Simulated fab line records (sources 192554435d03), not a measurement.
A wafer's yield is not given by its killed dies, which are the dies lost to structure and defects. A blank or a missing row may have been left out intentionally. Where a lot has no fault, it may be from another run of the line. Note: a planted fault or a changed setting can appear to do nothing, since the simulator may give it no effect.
fab line records	flow n5_finfet
record: lots: 10	wafers: 29	last_day: 17
route steps=1938 shown BEOL_M4@1111 BEOL_M11@1587 BEOL_M12@1619 PASSIVATION@1936
lots untouched by any fault: they come from a run of this same line in which no faults occurred
start_h: start of the lot's first displayed wafer, in hours after the record's first day	wait_h: time in hours since the lot's previous step	" identical to the entry in the row above	L1.1+2: one row covering several wafers at once	- either no value or no given start	* or withheld: withheld	< > ~ a bound
route shown NAME@n: names a module that has steps shown in the file, with the first one's number in the route	usual: average and standard deviation across the fault-free wafers	same: alike in all rows	chamber/n: place in a boat	sites: readings site by site	_std_site: how widely they spread, as a standard deviation	_edge_site: mean of outer sites minus mean of inner sites	radius_mm: how far each site lies from the wafer's centre	mask NAME#n: copy n	behind: the tool/chamber that last shaped the wafer	hold: why the lot was held/for how many hours/how that ended	device: transistor that didn't switch, given as n, p or np	end of line: the tests these same wafers got at the end of their route	a step given without rows: its recipe and nothing more	killed: the dies lost at the first sort to structure and to defects; this is not the yield of the wafer	map: a wafer's dies, marking killed ones x, the rest . and places with no die _
set.NAME: setting as actually run; set.NAME@STEP: the setting as run at that earlier step	model.NAME: the simulator's own value behind a step, which no gauge read
route steps across a sampled set of lots; one table per step, one row per wafer
services: a tool's chamber out of use, with start hour (start_h, from the record's first day; less than 0 if before it), hours out, and reason
== steps ==
step: N5_BEOL_M4_RC_MEAS_101
usual: DIBL_N: 36.5/1.4	DIBL_P: 36.6/1.6	IOFF_N: 0.160/0.024	IOFF_P: 0.217/0.029	ION_N: 674/8.7	ION_P: 464/6.5	SS_N: 71.6/0.47	SS_P: 73.4/0.57	VT_N: 250.0/2.5	VT_P: -250/3.1
lot.wafer	tool	chamber	start_h	wait_h	DIBL_N[mV/V]	DIBL_P[mV/V]	IOFF_N[nA/um]	IOFF_P[nA/um]	ION_N[uA/um]	ION_P[uA/um]	SS_N[mV/dec]	SS_P[mV/dec]	VT_N[mV]	VT_P[mV]
L615.2	prober-02	0	167.21	0.2	38.0	37.7	0.172	0.236	676	466	71.7	72.8	250.4	-248
L615.3	"	0	"	"	39.3	38.8	0.190	0.250	676	466	72.2	73.7	247.5	-247
L615.4	"	0	"	"	36.9	36.6	0.149	0.218	673	468	71.5	73.6	252.5	-250
L617.2	prober-01	0	185.60	0.2	36.9	37.8	0.177	0.222	669	460	71.7	73.2	248.6	-249
L617.4	"	0	"	"	34.8	34.3	0.138	0.175	678	463	70.9	73.1	253.1	-252
L617.5	"	0	"	"	37.4	37.7	0.188	0.220	690	466	71.8	74.0	247.8	-250
L620.1	prober-02	0	210.82	0.0	38.8	39.8	0.211	0.253	694	465	72.7	74.1	248.9	-249
L620.3	"	0	"	"	35.9	36.3	0.160	0.196	677	457	71.2	73.5	250.0	-253
L620.5	"	0	"	"	37.8	38.6	0.187	0.226	679	460	70.8	74.0	249.7	-253
L621.2	prober-01	0	212.97	0.2	36.2	36.6	0.161	0.244	670	472	71.7	74.0	248.0	-245
L621.5	"	0	"	"	35.4	34.5	0.140	0.202	670	462	71.5	72.5	250.6	-246
L621.6	"	0	"	"	36.4	37.0	0.168	0.238	679	470	71.6	73.5	248.6	-246
L626.5	prober-02	0	242.60	0.6	40.3	40.9	0.209	0.247	668	456	72.9	75.4	247.4	-249
L626.6	"	0	"	"	38.9	39.0	0.170	0.197	674	455	72.2	74.6	250.9	-254
L627.3	prober-01	0	244.15	0.3	35.7	35.4	0.134	0.212	666	469	70.7	72.5	251.2	-249
L627.4	"	0	"	"	37.9	37.3	0.174	0.239	681	465	72.1	73.1	249.5	-246
L627.5	"	0	"	"	36.0	35.4	0.140	0.210	675	468	71.0	72.9	249.9	-249
L633.4	prober-01	0	278.41	0.5	36.7	38.8	0.167	0.226	666	463	72.0	74.2	249.4	-253
L633.5	"	0	"	"	36.8	39.0	0.173	0.231	669	459	71.6	73.8	250.7	-250
L633.6	"	0	"	"	35.0	36.9	0.146	0.194	672	460	71.7	73.3	250.6	-252
L635.1	prober-01	0	294.50	0.0	36.0	36.0	0.152	0.212	674	466	71.5	72.5	253.1	-250
L635.2	"	0	"	"	35.5	34.9	0.131	0.190	667	456	71.3	72.5	253.4	-251
L635.3	"	0	"	"	34.7	33.0	0.125	0.175	667	465	71.0	72.0	252.4	-250
L637.1	prober-01	0	301.14	0.0	35.8	38.6	0.164	0.217	677	454	71.6	73.5	248.1	-249
L637.3	"	0	"	"	34.8	37.1	0.143	0.193	677	461	70.9	73.4	252.1	-250
L637.4	"	0	"	"	37.9	40.1	0.199	0.236	686	458	73.0	74.4	248.2	-249
L638.1	prober-02	0	304.14	0.0	37.0	36.3	0.169	0.218	677	459	72.2	72.9	249.2	-251
L638.3	"	0	"	"	36.4	36.3	0.166	0.213	682	464	71.4	74.0	247.6	-252
L638.6	"	0	"	"	36.7	36.4	0.173	0.222	680	464	72.0	73.8	247.2	-249
step: N5_BEOL_M11_CURE_72
recipe: temp_c: 370	time_s: 120	ambient: DMADMS/He	material: SiCOH_lowk
usual: lamp_power_pct: 52.32/0.056	wafer_temp_C_max: 371.9/0.58
lot.wafer	tool	chamber	start_h	wait_h	lamp_power_pct	wafer_temp_C_max
L615.2	uv_cure-01	1	229.19	0.1	52.31	371.8
L615.3	"	1	"	"	52.35	371.3
L615.4	"	1	"	"	52.40	371.2
L617.2	uv_cure-02	1	245.05	0.1	52.33	371.6
L617.4	"	1	"	"	52.33	371.8
L617.5	"	1	"	"	52.14	371.2
L620.1	uv_cure-03	2	266.33	0.0	52.44	371.8
L620.3	"	2	"	"	52.33	371.6
L620.5	"	2	"	"	52.23	371.9
L621.2	uv_cure-02	2	273.36	0.2	52.38	371.1
L621.5	"	2	"	"	52.31	371.1
L621.6	"	2	"	"	52.41	372.0
L627.3	uv_cure-02	0	300.65	0.1	52.24	371.7
L627.4	"	0	"	"	52.27	371.2
L627.5	"	0	"	"	52.22	371.7
L626.5	uv_cure-03	1	302.28	0.2	52.34	371.7
L626.6	"	1	"	"	52.31	372.5
L633.4	uv_cure-03	1	332.73	0.2	52.28	371.9
L633.5	"	1	"	"	52.33	372.2
L633.6	"	1	"	"	52.24	372.6
L635.1	uv_cure-03	2	351.73	0.0	52.29	371.2
L635.2	"	2	"	"	52.30	371.6
L635.3	"	2	"	"	52.33	371.4
L637.1	uv_cure-01	1	361.96	0.2	52.31	371.6
L637.3	"	1	"	"	52.36	371.3
L637.4	"	1	"	"	52.27	372.0
L638.1	uv_cure-02	2	363.69	0.0	52.29	372.0
L638.3	"	2	"	"	52.49	371.7
L638.6	"	2	"	"	52.31	371.0
step: N5_BEOL_M11_RS_MEAS_57
recipe: thk_meas_gauge: four-point-probe	reads: Cu_of_BEOL_M11_ECD_50+Co_of_BEOL_M11_CVD_75+TaN_of_BEOL_M11_ALD_74
usual: M11_RS: 0.151/0.0031
lot.wafer	tool	chamber	start_h	wait_h	M11_RS[ohm/sq]
L615.2	film_metro-02	-	231.75	0.0	0.146
L615.3	"	-	"	"	0.150
L615.4	"	-	"	"	0.153
L617.2	film_metro-01	-	247.17	0.0	0.148
L617.4	"	-	"	"	0.146
L617.5	"	-	"	"	0.147
L620.1	film_metro-01	-	268.98	0.0	0.155
L620.3	"	-	"	"	0.150
L620.5	"	-	"	"	0.156
L621.2	film_metro-02	-	275.87	0.1	0.150
L621.5	"	-	"	"	0.146
L621.6	"	-	"	"	0.146
L627.3	film_metro-01	-	302.61	0.0	0.152
L627.4	"	-	"	"	0.149
L627.5	"	-	"	"	0.147
L626.5	film_metro-01	-	305.10	0.0	0.150
L626.6	"	-	"	"	0.151
L633.4	film_metro-02	-	334.95	0.0	0.152
L633.5	"	-	"	"	0.150
L633.6	"	-	"	"	0.146
L635.1	film_metro-02	-	353.75	0.0	0.151
L635.2	"	-	"	"	0.152
L635.3	"	-	"	"	0.147
L637.1	film_metro-01	-	365.25	0.0	0.146
L637.3	"	-	"	"	0.151
L637.4	"	-	"	"	0.152
L638.1	film_metro-01	-	369.36	0.0	0.153
L638.3	"	-	"	"	0.154
L638.6	"	-	"	"	0.147
step: N5_BEOL_M12_STRIP_64
recipe: chemistry: N2/H2	power_w: 1000	temp_c: 250	h2_frac: 0.65	overash_fraction: 0.3	pressure_mtorr: withheld	n2_flow_sccm: 1750	h2_flow_sccm: 3250
usual: drypump_motor_current_A: 5.8/0.45	heater_power_w: 329/30	oes_product_au: 0.715/0.0045	strip_time_to_endpoint_s: 31.34/0.08
lot.wafer	tool	chamber	start_h	wait_h	drypump_motor_current_A	heater_power_w	oes_product_au	rf_hours_counter_h	strip_time_to_endpoint_s
L615.2	plasma_asher-02	1	232.69	0.0	5.3	360	0.725	123	31.24
L615.3	"	0	"	"	5.9	322	0.722	-	31.21
L615.4	"	1	"	"	5.3	367	0.719	-	31.30
L617.2	plasma_asher-02	0	248.25	0.0	5.9	327	0.705	126	31.35
L617.4	"	1	"	"	5.3	363	0.713	-	31.27
L617.5	"	0	"	"	5.9	333	0.718	-	31.29
L620.1	plasma_asher-02	1	269.91	0.0	5.3	363	0.711	130	31.37
L620.3	"	1	"	"	5.3	374	0.715	-	31.33
L620.5	"	1	"	"	5.3	356	0.717	-	31.28
L621.2	plasma_asher-01	0	276.85	0.0	6.6	275	0.718	71	31.35
L621.5	"	0	"	"	6.6	280	0.715	-	31.32
L621.6	"	1	"	"	5.8	328	0.712	-	31.37
L627.3	plasma_asher-01	0	303.56	0.0	6.6	276	0.708	-	31.39
L627.4	"	1	"	"	5.8	330	0.717	-	31.40
L627.5	"	1	"	"	5.8	331	0.712	-	31.36
L626.5	plasma_asher-01	0	306.20	0.0	6.6	283	0.721	-	31.39
L626.6	"	1	"	"	5.8	326	0.713	-	31.35
L633.4	plasma_asher-01	1	335.95	0.0	5.8	334	0.713	-	31.26
L633.5	"	1	"	"	5.8	322	0.711	-	31.20
L633.6	"	0	"	"	6.6	276	0.713	-	31.29
L635.1	plasma_asher-02	0	354.80	0.0	5.9	330	0.721	146	31.37
L635.2	"	1	"	"	5.3	366	0.720	146	31.39
L635.3	"	0	"	"	5.9	321	0.706	-	31.31
L637.1	plasma_asher-02	1	366.32	0.0	5.3	364	0.709	148	31.34
L637.3	"	1	"	"	5.3	360	0.716	-	31.33
L637.4	"	0	"	"	5.9	335	0.714	-	31.36
L638.1	plasma_asher-02	1	370.42	0.0	5.3	385	0.718	149	31.41
L638.3	"	0	"	"	5.9	326	0.715	-	31.55
L638.6	"	1	"	"	5.3	363	0.715	-	31.47
step: N5_BEOL_M12_EXPOSE_25
recipe: mask_id: M12	na: 0.93	source_shape: conventional	sigma_outer: 0.4	polarization: unpolarized	dose_mj: 21.8
lot.wafer	tool	chamber	start_h	wait_h	mask
L615.2+3+4	krf_scanner-01	0	233.00	-	M12#0
L617.2+4+5	krf_scanner-01	0	248.55	-	M12#0
L620.1+3+5	krf_scanner-02	0	270.33	-	M12#0
L621.2+5+6	krf_scanner-02	0	277.28	-	M12#0
L627.3+4+5	krf_scanner-02	0	304.11	-	M12#0
L626.5+6	krf_scanner-02	0	306.48	-	M12#0
L633.4+5+6	krf_scanner-01	0	336.25	-	M12#0
L635.1+2+3	krf_scanner-01	0	355.23	-	M12#0
L637.1+3+4	krf_scanner-02	0	366.74	-	M12#0
L638.1+3+6	krf_scanner-02	0	370.72	-	M12#0
step: N5_BEOL_M12_CD_MEAS_28
recipe: target_cd_nm: 160.2	landing_energy_ev: 500	detector: se_inlens	polarity: opening
usual: cd_nm: 160.3/1.1
lot.wafer	tool	chamber	start_h	wait_h	cd_nm
L615.2	cd_sem-01	0	233.16	-	159.6
L615.3	"	0	"	"	159.6
L615.4	"	0	"	"	159.6
L617.2	cd_sem-03	0	248.72	-	162.0
L617.4	"	0	"	"	162.0
L617.5	"	0	"	"	161.9
L620.1	cd_sem-02	0	270.51	-	160.4
L620.3	"	0	"	"	160.0
L620.5	"	0	"	"	160.8
L621.2	cd_sem-03	0	277.45	-	160.4
L621.5	"	0	"	"	160.1
L621.6	"	0	"	"	160.2
L627.3	cd_sem-01	0	304.27	-	160.8
L627.4	"	0	"	"	195.2
L627.5	"	0	"	"	160.1
L626.5	cd_sem-02	0	306.64	-	162.2
L626.6	"	0	"	"	196.1
L633.4	cd_sem-01	0	336.41	-	159.1
L633.5	"	0	"	"	159.1
L633.6	"	0	"	"	159.4
L635.1	cd_sem-03	0	355.40	-	160.0
L635.2	"	0	"	"	160.5
L635.3	"	0	"	"	159.4
L637.1	cd_sem-01	0	366.92	-	161.4
L637.3	"	0	"	"	161.3
L637.4	"	0	"	"	160.2
L638.1	cd_sem-03	0	370.89	-	160.6
L638.3	"	0	"	"	159.3
L638.6	"	0	"	"	160.0
step: N5_PASSIVATION_PROBE_49
usual: defect_limited_yield: 91.2/1.4	killed_at_M0_to_M3: 34/9.4	killed_at_M4_up: 13/5.8	killed_at_contacts: 13/6.4	killed_at_front_end: 41/11	killed_at_other: 3.1/2.3	killed_dies: 103/16	killed_on_rim: 13/3.4	killed_open: 69/12	killed_short: 33/7.8	sort_bin_5_function: 5.1/0.91	sort_bin_6_memory: 3.3/0.63	sort_n_pass: 1077/16	sort_yield_pct: 91.2/1.4
same: gross_dies: 1180	killed_at_back_side: 0	sort_bin_4_leakage[%]: 0	sort_bin_8_speed[%]: 0
lot.wafer	tool	chamber	start_h	wait_h	defect_limited_yield[%]	killed_at_M0_to_M3	killed_at_M4_up	killed_at_contacts	killed_at_front_end	killed_at_other	killed_dies	killed_on_rim	killed_open	killed_short	sort_bin_5_function[%]	sort_bin_6_memory[%]	sort_n_pass	sort_yield_pct[%]
L627.3	prober-02	-	342.91	0.1	93.1	32	13	9	25	2	81	11	49	31	3.6	3.0	1099	93.1
L627.4	prober-02	-	342.96	0.2	11.2	35	938	8	65	2	1048	152	73	49	5.7	4.2	132	11.2
L627.5	prober-02	-	343.01	0.2	90.6	44	19	7	38	3	111	15	74	37	5.3	3.9	1069	90.6
L626.5	prober-01	-	343.61	0.2	92.4	25	12	12	40	1	90	10	58	30	4.9	2.2	1090	92.4
L626.6	prober-01	-	343.66	0.3	11.8	10	984	9	38	0	1041	152	42	26	3.6	1.6	139	11.8
killed by level:class
L627.3 BEOL_M0_SAQP:geometric_particle:short=8 MOL_CONTACT_COAG:geometric_particle:open=7 STI_FIN_REVEAL:geometric_particle:open=6 BEOL_M3:geometric_particle:open=6 BEOL_M1:geometric_particle:open=5 BEOL_M2:geometric_particle:open=5 GATE_CUT:geometric_particle:short=4 FIN_SAQP:geometric_particle:short=3
L627.4 BEOL_M12:area_expose=925 FIN_SAQP:geometric_particle:short=15 STI_FIN_REVEAL:geometric_particle:open=12 BEOL_M0_SAQP:geometric_particle:open=10 FIN_SAQP:geometric_particle:open=9 BEOL_M0_SAQP:geometric_particle:short=8 MOL_CONTACT_COAG:geometric_particle:open=7 GATE_CUT:geometric_particle:open=6
L627.5 BEOL_M3:geometric_particle:open=12 BEOL_M0_SAQP:geometric_particle:short=10 BEOL_M0_SAQP:geometric_particle:open=9 DUMMY_GATE:geometric_particle:open=8 FIN_SAQP:geometric_particle:short=7 BEOL_M2:geometric_particle:open=6 BEOL_M4:geometric_particle:open=6 BEOL_M5:geometric_particle:open=6
L626.5 MOL_CONTACT_COAG:geometric_particle:open=8 FIN_SAQP:geometric_particle:short=7 STI_FIN_REVEAL:geometric_particle:open=7 BEOL_M2:geometric_particle:open=7 FIN_SAQP:geometric_particle:open=6 BEOL_M0_SAQP:geometric_particle:short=6 SPACER0:geometric_particle:open=4 MOL_CONTACT_COAG:geometric_particle:short=4
L626.6 BEOL_M12:area_expose=973 FIN_SAQP:geometric_particle:short=10 STI_FIN_REVEAL:geometric_particle:open=7 MOL_CONTACT_COAG:geometric_particle:open=7 FIN_SAQP:geometric_particle:open=6 BEOL_M0_SAQP:geometric_particle:short=6 GATE_CUT:geometric_particle:open=4 BEOL_M4:geometric_particle:open=4
== services ==
tool	chamber	start_h	hours	kind
krf_scanner-01	-	206.53	1.0	pm
krf_scanner-02	-	232.79	1.3	pm
krf_scanner-02	-	246.82	0.3	repair
krf_scanner-01	0	265.18	-	calibration
krf_scanner-02	-	269.11	0.8	pm
uv_cure-01	-	272.45	1.2	repair
krf_scanner-01	-	284.15	0.7	repair
krf_scanner-01	-	285.34	1.3	pm
krf_scanner-02	-	292.64	1.0	pm
plasma_asher-02	-	300.94	4.3	pm
uv_cure-01	-	301.21	7.1	pm
plasma_asher-01	-	308.79	9.2	repair
uv_cure-01	-	315.45	0.8	repair
uv_cure-02	-	320.65	1.0	pm
plasma_asher-02	-	328.43	4.1	repair
uv_cure-02	-	335.99	0.7	repair
krf_scanner-02	0	360.05	-	calibration
== key ==
first_sign: step: N5_BEOL_M12_CD_MEAS_28	reading: cd_nm	direction: up	sigmas: 31	usual: 160.3	struck: 195.6
effect: step: N5_PASSIVATION_PROBE_49	reading: killed_at_M4_up	direction: up	sigmas: 99+	usual: 13	struck: 961
more_kills_born_at: N5_BEOL_M12_EXPOSE_25@krf_scanner-02: 1898
met_at N5_BEOL_M12_EXPOSE_25
struck_lots L626,L627
struck_wafers L626.6,L627.4
later_rows_left_out L626.6,L627.4
not_acting_at N5_BEOL_M11_CURE_72,N5_BEOL_M11_RS_MEAS_57,N5_BEOL_M12_STRIP_64
onset_between 277.28 304.11
fault: kind: process_parameter_drift	tool: krf_scanner-02	chamber: -	onset_h: 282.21	steps: N5_BEOL_M12_EXPOSE_25	channel: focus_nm	offset: 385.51	shape: step	end_h: 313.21	scope: struck_wafers_only
later_rows_left_out: the simulator's readings of these wafers behind a module that went badly wrong aren't trusted and aren't shown, but for the sort
